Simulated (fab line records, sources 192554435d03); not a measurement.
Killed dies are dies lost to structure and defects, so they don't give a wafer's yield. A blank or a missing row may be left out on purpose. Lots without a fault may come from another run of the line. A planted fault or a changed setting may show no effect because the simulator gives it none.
A struck lot beside a sound one | flow n5_finfet | 15 steps out of a route of 1938
Sound: wafers L960.1, L960.3, L960.5. Struck: wafers L977.1, L977.2, L977.5. The cause comes at the end.
At each step with rows: each side's tool, then ch and its chambers, then its first start. Under that, the readings that differ: sound wafers | struck wafers | difference of the means | sigmas: that difference in standard deviations of wafers without a fault.
alike: readings whose means differ by less than 2 such deviations, and words and numbers that are the same on both sides. not compared: withheld readings, readings that some wafer has no value for, bounds like >300 that may hide the same value, and numbers for which the record gives no deviation and whose values overlap.
The two part at a step that has a row with sigmas, a row that says differs or no value, or rows on one side only. Numbers that don't overlap but have no deviation are shown without sigmas and don't part them. A reading that every wafer of one side lacks parts them only if that side has two wafers or more.

first, 2 steps without rows for these wafers: N5_HKMG_FIN_ETCHBACK_68 (etches the open film in Cl2/Ar, stops on HfO2, target depth 0.5 nm); N5_HKMG_FIN_STRIP_69 (strips in N2/H2, time 360 s).
N5_HKMG_FIN_ALD_21: deposits TiN, target thk 1.5 nm, pulse time 1 s, purge time 3 s.
  sound on ald_metal-02 ch 0,1,3, day 4 21:34; struck on ald_metal-03 ch 0,1,3, day 9 00:15
  alike: heater_power_w, precursor_pulse_height_rel
N5_HKMG_FIN_ALD_72: deposits W, target thk 2 nm, pulse time 1 s, purge time 2 s.
  sound on cvd_w-02 ch 0,1, day 4 21:56; struck on cvd_w-02 ch 0,1, day 9 00:37
  alike: heater_power_w, precursor_pulse_height_rel
then, 3 steps without rows for these wafers: N5_HKMG_FIN_W_FILL_22 (material W, target thk 60 nm, time 18.2 s); N5_HKMG_FIN_PRECLEAN_83 (cleans in DIW, time 57.5 s); N5_HKMG_FIN_SRD_84 (dry time 32 s).
N5_HKMG_FIN_CMP_23: polishes, stops on SiNx, t overpolish 10 s, target thk 46.326 nm.
  sound on cmp-01 ch 1,2, day 4 22:06; struck on cmp-03 ch 1,2,3, day 9 00:47
  alike: motor_current_A, overpolish_run_s, platen_rpm, slurry_flow_ml_min, time_to_endpoint_s
N5_HKMG_FIN_CMP_94: polishes, stops on SiNx, t overpolish 4.7 s, target thk 43.299 nm.
  sound on cmp-01 ch 1,2, day 4 22:35; struck on cmp-03 ch 1,2,3, day 9 01:16
  alike: motor_current_A, platen_rpm, slurry_flow_ml_min
N5_HKMG_FIN_INSPECT_28: inspects for defects (darkfield).
  sound on defect_inspect-02, day 4 22:49; struck on defect_inspect-01, day 9 01:30
  alike: raw_defect_count
then, 1 step without rows for these wafers: N5_GATE_CUT_ETCHBACK_00 (etches W in SF6/Cl2).
N5_GATE_CUT_ETCH_56: etches TiN in Cl2/Ar, target depth 21.6 nm.
  sound on rie_metal-03 ch 0,1, day 4 22:58; struck on rie_metal-03 ch 0,1, day 9 01:39
  reading                  | sound             | struck            | difference | sigmas
  mfc_cl2_sccm (sccm)      | 40.03 39.99 39.85 | 53.57 53.66 53.40 | +13.59     | +99 or more
  throttle_valve_pct (%)   | 21.27 21.28 20.67 | 22.91 22.29 22.29 | +1.42      | +5
  model.etch.depth_nm (nm) | 22.04 22.18 22.27 | 22.78 22.99 23.03 | +0.77      |
  alike: chamber_pressure_mTorr, drypump_motor_current_A, mfc_ar_sccm, oes_product_au
  not compared: rf_hours_counter_h
N5_GATE_CUT_ETCHBACK_30: etches TiN in Cl2/Ar, target depth 3 nm.
  sound on rie_metal-03 ch 0,1, day 4 23:04; struck on rie_metal-03 ch 0,1, day 9 01:44
  alike: chamber_pressure_mTorr, drypump_motor_current_A, mfc_ar_sccm, oes_product_au, throttle_valve_pct
  not compared: rf_hours_counter_h
-- the record jumps here: 4 days lie between the struck wafers' starts before and after (it left off in module GATE_CUT and takes up again in module BEOL_M4, whose first step shown is number 1111 of the route) --
N5_BEOL_M4_RC_MEAS_101:
  sound on prober-02 ch 0, day 10 02:13; struck on prober-02 ch 0, day 13 08:58
  alike: DIBL_N, DIBL_P, IOFF_N, IOFF_P, ION_N, ION_P, SS_N, SS_P, VT_N, VT_P
N5_PASSIVATION_PROBE_49:
  the record has rows for the sound wafers here (prober-01, day 15 11:37) and none for the struck ones

WHERE THEY PART
First at N5_GATE_CUT_ETCH_56; last, within this record, at N5_PASSIVATION_PROBE_49.

WHY: what the simulator had put in
Process parameter drift: rie_metal-03, from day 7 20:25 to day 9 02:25, at N5_GATE_CUT_ETCH_56. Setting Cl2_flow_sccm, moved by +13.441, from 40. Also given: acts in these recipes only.
